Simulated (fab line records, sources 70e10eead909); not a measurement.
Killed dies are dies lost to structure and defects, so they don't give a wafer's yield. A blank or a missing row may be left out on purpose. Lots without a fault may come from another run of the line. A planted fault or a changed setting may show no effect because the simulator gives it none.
Chamber matching | flow nand_harc | NHARC_P_CONTACT_DEP_30 on pecvd-04: 3 sister chambers
The step deposits SiNx, target thk 30 nm. 3 wafers are shown with their chamber, then 8 later ones without.

WAFERS WITH THEIR CHAMBER
wafer  | chamber | heater_power_w (W)
L697.6 | 0       | 637
L698.4 | 1       | 730
L699.1 | 2       | 582

WAFERS WITHOUT THEIR CHAMBER
wafer  | heater_power_w (W)
L699.3 | 700
L699.6 | 585
L700.2 | 734
L700.4 | 625
L700.6 | 740
L702.3 | 721
L702.4 | 658
L702.5 | 580

WHICH CHAMBER EACH WENT THROUGH
wafer  | from the rows above | in truth
L699.3 | 1                   | 1
L699.6 | 2                   | 2
L700.2 | 1                   | 1
L700.4 | 0                   | 0
L700.6 | 1                   | 1
L702.3 | 1                   | 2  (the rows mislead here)
L702.4 | 0                   | 0
L702.5 | 2                   | 2
Placed correctly: 7 of 8. Can't be placed from these rows: 0. Placed wrongly: 1.
How it was worked out, from the rows above alone: a wafer's distance from a chamber is the root of the sum, over the readings, of the square of ((its reading less the chamber's mean) divided by the reading's scatter). The wafer belongs to the nearest chamber; if the next one is less than 2 further off, it can't be placed. A chamber's mean is the mean of its shown wafers. The scatter: with one shown wafer a chamber, the root of the mean of the squares of how far each hidden wafer lies from its nearest shown one.
